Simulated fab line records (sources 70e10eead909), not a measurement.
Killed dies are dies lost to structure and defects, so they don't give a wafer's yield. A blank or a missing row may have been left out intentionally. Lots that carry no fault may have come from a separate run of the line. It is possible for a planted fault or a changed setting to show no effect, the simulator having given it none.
fab line records | flow nand_harc
record lots=7 | wafers=19 | last_day=32
route steps=1302 shown A_SLIT@946 A_SIN_REMOVE@947 A_WL_FILL@952 END@1302
lots that met no fault: taken from a fault-free run of the same line
start_h: hours from the record's first day to the start of the lot's first wafer shown | wait_h: time in hours since the lot's previous step | " repeats the value in the row above | L1.1+2: a single row standing in for several wafers | - either no value or no given start | * or withheld: withheld | < > ~ a bound
route shown NAME@n: names a module that has steps shown in the file, with the first one's number in the route | usual: mean/standard deviation of fault-free wafers | same: alike in all rows | chamber/n: place in a boat | sites: each site's reading | _std_site: standard deviation across them | _edge_site: outer sites' mean less inner sites' | radius_mm: how far each site lies from the wafer's centre | mask NAME#n: copy n | behind: the last tool/chamber to shape the wafer | hold: why the lot went on hold/how many hours it stayed there/how the hold came to an end | device: the transistor (n, p or np) that didn't switch | end of line: tests of these same wafers at the route's end | step lacking rows: just its recipe | killed: the dies lost at the first sort to structure and to defects; this is not the yield of the wafer | map: per-die view of a wafer (x killed, . not killed, _ where there is no die)
set.NAME: the setting the step ran with; set.NAME@STEP: the setting that earlier step ran with | model.NAME: the simulator's own value behind a step, which no gauge read
lots at some steps of the route; a table a step, a row a wafer
services: from which hour (start_h, from the record's first day; less than 0 if before it) a tool's chamber was out of use, for how many hours, and why
## steps
# step NHARC_A_SLIT_CD_MEAS_21
# usual cd_nm=289.7/0.8
lot.wafer | tool      | chamber | start_h | wait_h | cd_nm
L930.2    | cd_sem-01 | -       | 462.22  | -      | 289.6
L930.3    | "         | -       | "       | "      | 290.5
L930.5    | "         | -       | "       | "      | 289.7
L932.2    | cd_sem-01 | -       | 496.00  | -      | 289.7
L932.4    | "         | -       | "       | "      | 290.3
L932.6    | "         | -       | "       | "      | 289.3
L937.2    | cd_sem-03 | -       | 539.40  | -      | 289.4
L937.4    | "         | -       | "       | "      | 288.7
L937.5    | "         | -       | "       | "      | 289.2
L939.2    | cd_sem-03 | -       | 558.29  | -      | 290.9
L939.6    | "         | -       | "       | "      | 290.7
L941.1    | cd_sem-02 | -       | 566.99  | -      | 290.5
L941.2    | "         | -       | "       | "      | 289.8
L946.1    | cd_sem-01 | -       | 640.68  | -      | 289.6
L946.2    | "         | -       | "       | "      | 290.3
L946.3    | "         | -       | "       | "      | 289.7
L947.1    | cd_sem-02 | -       | 653.71  | -      | 289.0
L947.3    | "         | -       | "       | "      | 289.2
L947.6    | "         | -       | "       | "      | 290.8
# step NHARC_A_SIN_REMOVE_WET_00
# recipe temp_c=160 | time_s=15300 | chemistry=H3PO4
# step NHARC_A_SIN_REMOVE_PRECLEAN_01
# recipe time_s=* | temp_c=50 | bath_age_min=0 | chemistry=SC1
# step NHARC_A_SIN_REMOVE_SRD_02
# step NHARC_A_SIN_REMOVE_INSPECT_04
# usual raw_defect_count=412/93
lot.wafer | tool              | chamber | start_h | wait_h | raw_defect_count
L930.2    | defect_inspect-02 | -       | 468.90  | 0.0    | 453
L930.3    | "                 | -       | "       | "      | 544
L930.5    | "                 | -       | "       | "      | 592
L932.2    | defect_inspect-02 | -       | 502.56  | 0.0    | 314
L932.4    | "                 | -       | "       | "      | 362
L932.6    | "                 | -       | "       | "      | 361
L937.2    | defect_inspect-02 | -       | 547.50  | 0.0    | 564
L937.4    | "                 | -       | "       | "      | 374
L937.5    | "                 | -       | "       | "      | 349
L939.2    | defect_inspect-01 | -       | 564.94  | 0.0    | 403
L939.6    | "                 | -       | "       | "      | 581
L941.1    | defect_inspect-01 | -       | 573.67  | 0.0    | 454
L941.2    | "                 | -       | "       | "      | 404
L946.1    | defect_inspect-01 | -       | 646.59  | 0.0    | 432
L946.2    | "                 | -       | "       | "      | 385
L946.3    | "                 | -       | "       | "      | 433
L947.1    | defect_inspect-01 | -       | 660.38  | 0.0    | 507
L947.3    | "                 | -       | "       | "      | 555
L947.6    | "                 | -       | "       | "      | 458
# step NHARC_A_WL_FILL_ALD_00
# recipe target_thk_a=30 | pulse_time_s=3 | ald_cycles=30 | temp_c=300 | material=Al2O3
# usual heater_power_w=453/43 | precursor_pulse_height_rel=1.001/0.02
# same ald_cycles=30
lot.wafer | tool      | chamber | start_h | wait_h | heater_power_w | precursor_pulse_height_rel
L930.2    | ald_hk-04 | 1       | 468.99  | 0.1    | 415            | 1.000
L930.3    | "         | 3       | "       | "      | 435            | 0.989
L930.5    | "         | 1       | "       | "      | 416            | 1.021
L932.4    | ald_hk-04 | 0       | 502.65  | 0.1    | 426            | 0.998
L932.2    | "         | 1       | "       | "      | 419            | 0.961
L932.6    | "         | 0       | "       | "      | 428            | 1.024
L937.4    | ald_hk-04 | 3       | 547.57  | 0.1    | 439            | 0.969
L937.2    | "         | 0       | "       | "      | 436            | 0.988
L937.5    | "         | 0       | "       | "      | 434            | 0.951
L939.2    | ald_hk-03 | 0       | 565.09  | 0.1    | 437            | 1.029
L939.6    | "         | 2       | "       | "      | 567            | 0.996
L941.2    | ald_hk-02 | 1       | 574.02  | 0.3    | 432            | 0.980
L941.1    | "         | 3       | "       | "      | 517            | 0.997
L946.1    | ald_hk-02 | 2       | 646.68  | 0.1    | 468            | 1.005
L946.2    | "         | 3       | "       | "      | 516            | 1.026
L946.3    | "         | 0       | "       | "      | 469            | 1.000
L947.3    | ald_hk-02 | 0       | 660.47  | 0.1    | 457            | 1.041
L947.1    | "         | 2       | "       | "      | 467            | 1.018
L947.6    | "         | 0       | "       | "      | 470            | 0.989
# step NHARC_A_WL_FILL_RTA_01
# recipe temp_c=1000 | time_s=5
# usual lamp_power_pct=33.7/0.6 | wafer_temp_C_max=1005.2/1.3
lot.wafer | tool          | chamber | start_h | wait_h | lamp_power_pct | wafer_temp_C_max
L930.2    | rtp_anneal-02 | 0       | 469.26  | -      | 34.4           | 1004.6
L930.3    | "             | 0       | "       | "      | 34.4           | 1004.2
L930.5    | "             | 0       | "       | "      | 34.4           | 1003.9
L932.2    | rtp_anneal-01 | 0       | 502.92  | -      | 33.2           | 1004.6
L932.4    | "             | 0       | "       | "      | 33.2           | 1005.2
L932.6    | "             | 0       | "       | "      | 33.2           | 1007.7
L937.2    | rtp_anneal-01 | 0       | 547.86  | -      | 33.2           | 1005.5
L937.4    | "             | 0       | "       | "      | 33.2           | 1004.3
L937.5    | "             | 0       | "       | "      | 33.2           | 1006.0
L939.2    | rtp_anneal-01 | 0       | 565.29  | -      | 33.2           | 1005.7
L939.6    | "             | 0       | "       | "      | 33.2           | 1005.1
L941.1    | rtp_anneal-02 | 0       | 574.44  | 0.3    | 34.4           | 1004.9
L941.2    | "             | 0       | "       | "      | 34.4           | 1003.3
L946.1    | rtp_anneal-02 | 0       | 646.91  | -      | 34.4           | 1003.9
L946.2    | "             | 0       | "       | "      | 34.4           | 1006.5
L946.3    | "             | 0       | "       | "      | 34.4           | 1003.8
L947.1    | rtp_anneal-02 | 0       | 660.70  | -      | 34.4           | 1005.7
L947.3    | "             | 0       | "       | "      | 34.4           | 1005.1
L947.6    | "             | 0       | "       | "      | 34.4           | 1003.8
# step NHARC_A_WL_FILL_ALD_02
# recipe target_thk_a=20 | pulse_time_s=3 | ald_cycles=100 | temp_c=450 | material=TiN
# usual heater_power_w=1105/100 | precursor_pulse_height_rel=0.998/0.019
# same ald_cycles=100
lot.wafer | tool         | chamber | start_h | wait_h | heater_power_w | precursor_pulse_height_rel
L930.2    | ald_metal-02 | 3       | 469.45  | 0.2    | 991            | 0.988
L930.3    | "            | 1       | "       | "      | 1095           | 1.026
L930.5    | "            | 0       | "       | "      | 1107           | 1.031
L932.2    | ald_metal-02 | 2       | 503.11  | 0.2    | 1287           | 0.992
L932.4    | "            | 0       | "       | "      | 1115           | 0.975
L932.6    | "            | 3       | "       | "      | 999            | 0.973
L937.2    | ald_metal-02 | 1       | 548.13  | 0.2    | 1080           | 0.997
L937.4    | "            | 2       | "       | "      | 1308           | 0.993
L937.5    | "            | 3       | "       | "      | 975            | 0.988
L939.2    | ald_metal-04 | 3       | 565.62  | 0.3    | 1130           | 0.974
L939.6    | "            | 0       | "       | "      | 1006           | 1.002
L941.2    | ald_metal-02 | 0       | 574.66  | 0.2    | 1124           | 1.001
L941.1    | "            | 2       | "       | "      | 1303           | 0.983
L946.1    | ald_metal-04 | 1       | 647.13  | 0.2    | 1065           | 0.975
L946.3    | "            | 2       | "       | "      | 1161           | 1.003
L946.2    | "            | 0       | "       | "      | 1010           | 1.003
L947.1    | ald_metal-02 | 0       | 660.92  | 0.2    | 1188           | 1.031
L947.3    | "            | 1       | "       | "      | 1063           | 0.982
L947.6    | "            | 1       | "       | "      | 1072           | 0.976
# step NHARC_A_WL_FILL_CVD_03
# recipe target_thk_a=400 | temp_c=300 | pressure_torr=40 | wf6_flow_sccm=40 | h2_flow_sccm=1600 | ar_flow_sccm=1560 | time_s=279 | material=W
# usual heater_power_w=439/17 | mfc_ar_sccm=1558/4.7 | throttle_valve_pct=7.88/0.25
lot.wafer | tool     | chamber | start_h | wait_h | heater_power_w | mfc_ar_sccm | throttle_valve_pct
L930.2    | cvd_w-01 | 0       | 469.94  | 0.1    | 474            | 1564        | 7.95
L930.3    | "        | 1       | "       | "      | 459            | 1555        | 7.93
L930.5    | "        | 0       | "       | "      | 459            | 1561        | 7.72
L932.2    | cvd_w-01 | 1       | 503.62  | 0.1    | 464            | 1564        | 7.78
L932.4    | "        | 0       | "       | "      | 470            | 1560        | 7.52
L932.6    | "        | 0       | "       | "      | 476            | 1561        | 7.49
L937.2    | cvd_w-01 | 0       | 548.54  | 0.1    | 427            | 1557        | 7.80
L937.4    | "        | 1       | "       | "      | 448            | 1561        | 7.40
L937.5    | "        | 0       | "       | "      | 439            | 1558        | 7.81
L939.2    | cvd_w-02 | 0       | 565.99  | 0.1    | 429            | 1561        | 8.07
L939.6    | "        | 1       | "       | "      | 425            | 1563        | 7.97
L941.1    | cvd_w-01 | 0       | 575.18  | 0.1    | 437            | 1565        | 7.84
L941.2    | "        | 1       | "       | "      | 464            | 1565        | 7.84
L946.1    | cvd_w-02 | 1       | 647.57  | 0.1    | 427            | 1562        | 7.91
L946.2    | "        | 1       | "       | "      | 424            | 1559        | 7.99
L946.3    | "        | 1       | "       | "      | 428            | 1557        | 7.91
L947.1    | cvd_w-01 | 0       | 661.40  | 0.1    | 453            | 1558        | 7.75
L947.3    | "        | 0       | "       | "      | 417            | 1558        | 7.99
L947.6    | "        | 0       | "       | "      | 436            | 1560        | 7.67
# step NHARC_A_WL_FILL_ETCHBACK_04
# recipe target_depth_a=600 | time_s=120 | chemistry=NF3
# step NHARC_A_WL_FILL_ETCHBACK_05
# recipe target_depth_a=220 | time_s=60 | temp_c=40 | chemistry=Cl2/BCl3
# usual drypump_motor_current_A=6.3/0.4 | oes_product_au=1.005/0.01
lot.wafer | tool         | chamber | start_h | wait_h | drypump_motor_current_A | oes_product_au | rf_hours_counter_h
L930.2    | rie_metal-01 | 1       | 470.51  | 0.2    | 6.6                     | 1.004          | 0.9
L930.3    | "            | 0       | "       | "      | 6.5                     | 1.023          | -
L930.5    | "            | 0       | "       | "      | 6.6                     | 1.019          | -
L932.2    | rie_metal-02 | 0       | 504.18  | 0.2    | 5.9                     | 1.000          | 1.0
L932.4    | "            | 1       | "       | "      | 6.2                     | 0.998          | -
L932.6    | "            | 1       | "       | "      | 6.2                     | 1.011          | -
L937.2    | rie_metal-01 | 0       | 549.11  | 0.2    | 6.5                     | 0.807          | 2.2
L937.4    | "            | 0       | "       | "      | 6.6                     | 1.004          | -
L937.5    | "            | 1       | "       | "      | 6.6                     | 0.984          | -
L939.2    | rie_metal-01 | 1       | 566.55  | 0.2    | 6.6                     | 0.796          | 0.4
L939.6    | "            | 1       | "       | "      | 6.6                     | 0.990          | -
L941.2    | rie_metal-01 | 1       | 575.79  | 0.2    | 6.7                     | 0.803          | 0.6
L941.1    | "            | 0       | "       | "      | 6.5                     | 1.012          | 0.6
L946.1    | rie_metal-02 | 0       | 648.48  | 0.2    | 5.8                     | 1.027          | 0.6
L946.2    | "            | 1       | "       | "      | 6.2                     | 1.004          | 0.6
L946.3    | "            | 0       | "       | "      | 5.8                     | 1.021          | -
L947.1    | rie_metal-03 | 1       | 661.98  | 0.2    | 5.5                     | 1.015          | 4.0
L947.3    | "            | 1       | "       | "      | 5.5                     | 0.999          | -
L947.6    | "            | 1       | "       | "      | 5.5                     | 1.001          | -
# step NHARC_A_WL_FILL_STRIP_27
# recipe power_w=1500 | temp_c=250 | time_s=20 | chemistry=N2/H2
# usual drypump_motor_current_A=5.8/0.42 | heater_power_w=328/31
lot.wafer | tool            | chamber | start_h | wait_h | drypump_motor_current_A | heater_power_w | rf_hours_counter_h
L930.2    | plasma_asher-01 | 0       | 470.67  | 0.1    | 5.6                     | 363            | 25
L930.3    | "               | 0       | "       | "      | 5.6                     | 348            | -
L930.5    | "               | 1       | "       | "      | 5.2                     | 317            | -
L932.2    | plasma_asher-02 | 0       | 504.34  | 0.1    | 6.2                     | 284            | 17
L932.4    | "               | 0       | "       | "      | 6.2                     | 286            | -
L932.6    | "               | 1       | "       | "      | 6.2                     | 344            | -
L937.2    | plasma_asher-02 | 0       | 549.33  | 0.2    | 6.2                     | 278            | 22
L937.4    | "               | 0       | "       | "      | 6.2                     | 288            | -
L937.5    | "               | 0       | "       | "      | 6.2                     | 283            | -
L939.2    | plasma_asher-02 | 0       | 566.71  | 0.1    | 6.2                     | 285            | 28
L939.6    | "               | 1       | "       | "      | 6.2                     | 350            | -
L941.1    | plasma_asher-02 | 1       | 575.93  | 0.1    | 6.2                     | 347            | 29
L941.2    | "               | 0       | "       | "      | 6.2                     | 286            | 29
L946.1    | plasma_asher-02 | 1       | 648.62  | 0.1    | 6.2                     | 344            | 12
L946.2    | "               | 0       | "       | "      | 6.2                     | 291            | 12
L946.3    | "               | 0       | "       | "      | 6.2                     | 284            | -
L947.1    | plasma_asher-01 | 1       | 662.11  | 0.1    | 5.2                     | 315            | 41
L947.3    | "               | 0       | "       | "      | 5.6                     | 371            | -
L947.6    | "               | 1       | "       | "      | 5.2                     | 313            | -
# step NHARC_END_SORT_01
# recipe temp_c=25
# usual killed_at_array=62/18 | killed_at_other=0.9/1.2 | killed_at_periphery=4.2/2.9 | killed_dies=67/17 | killed_open=3.6/1.9 | killed_short=2.5/1.6
# same gross_dies=677
lot.wafer | tool      | chamber | start_h | wait_h | killed_at_array | killed_at_other | killed_at_periphery | killed_dies | killed_open | killed_short
L939.6    | prober-01 | 0       | 670.96  | 4.0    | 76              | 1               | 0                   | 77          | 1           | 3
L941.1    | prober-02 | 0       | 674.68  | 2.5    | 70              | 0               | 7                   | 77          | 6           | 3
L941.2    | prober-02 | 0       | 675.49  | 2.8    | 87              | 0               | 8                   | 95          | 3           | 2
# killed by level:class
L939.6 A_SLIT:chamber_film_flake=31 A_CHANNEL_HOLE_D1:chamber_film_flake=23 A_STAIRCASE:chamber_film_flake=7 A_CONTACT:chamber_film_flake=6 A_CHANNEL_HOLE_D2:chamber_film_flake=3 A_ONON_D1:geometric_particle:open=1 A_ONON_D1:geometric_particle:short=1 A_DECK1_JOINT:geometric_particle:short=1
L941.1 A_CHANNEL_HOLE_D1:chamber_film_flake=24 A_SLIT:chamber_film_flake=20 A_CHANNEL_HOLE_D2:chamber_film_flake=10 A_CHANNEL_FILL_D2:chamber_film_flake=3 A_CONTACT:chamber_film_flake=3 P_GATE:chamber_film_flake=2 A_STAIRCASE:chamber_film_flake=2 A_M0:chamber_film_flake=2
L941.2 A_SLIT:chamber_film_flake=37 A_CHANNEL_HOLE_D1:chamber_film_flake=25 A_CHANNEL_HOLE_D2:chamber_film_flake=11 P_GATE:chamber_film_flake=4 A_STAIRCASE:chamber_film_flake=4 A_CONTACT:chamber_film_flake=3 A_CHANNEL_FILL_D2:chamber_film_flake=2 P_M0:geometric_particle:open=1
## services
tool            | chamber | start_h | hours | kind
ald_metal-04    | -       | 450.00  | 10.0  | pm
plasma_asher-02 | -       | 451.15  | 3.6   | repair
rie_metal-03    | -       | 453.43  | 2.4   | repair
ald_metal-04    | 1       | 470.04  | 3.0   | repair
rie_metal-03    | -       | 495.00  | 9.0   | pm
plasma_asher-01 | -       | 502.40  | 9.0   | pm
ald_hk-03       | -       | 507.47  | 0.4   | repair
cvd_w-01        | -       | 523.00  | 13.0  | pm
cvd_w-01        | 0       | 523.00  | 13.0  | vent_cycle
cvd_w-01        | 1       | 523.00  | 13.0  | vent_cycle
rie_metal-01    | -       | 551.00  | 9.0   | pm
rie_metal-02    | 0       | 556.28  | 17.0  | repair
ald_metal-02    | -       | 556.43  | 0.4   | repair
plasma_asher-02 | -       | 579.16  | 9.0   | pm
ald_metal-02    | -       | 586.05  | 10.0  | pm
cvd_w-02        | 1       | 598.43  | 4.4   | repair
cvd_w-02        | -       | 607.00  | 13.0  | pm
rie_metal-02    | -       | 607.00  | 9.0   | pm
cvd_w-01        | 1       | 610.17  | 2.7   | repair
rie_metal-02    | -       | 627.59  | 4.5   | repair
ald_metal-04    | -       | 628.00  | 10.0  | pm
cvd_w-02        | 0       | 643.48  | 18.5  | repair
rie_metal-03    | 1       | 652.37  | 2.3   | repair
cvd_w-01        | -       | 662.05  | 4.4   | repair
## key
first_sign step=NHARC_A_WL_FILL_ETCHBACK_05 | reading=oes_product_au | direction=down | sigmas=20 | usual=1.005 | struck=0.802
effect none on later readings
met_at NHARC_A_WL_FILL_ETCHBACK_05
struck_wafers L937.2,L939.2,L941.2
tester_left_out L937,L939,L941
onset_between 470.51 549.11
fault kind=process_parameter_drift | tool=rie_metal-01 | chamber=- | onset_h=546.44 | steps=NHARC_A_WL_FILL_ETCHBACK_05 | channel=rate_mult | offset=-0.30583 | shape=step | end_h=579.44 | scope=struck_wafers_only
# tester_left_out: of these lots the tester's yield and bins aren't shown, on N5 and GAA mostly nor the transistor test; their killed dies are dies lost to structure and defects alone, not to doping, threshold or leakage, so they don't give the yield
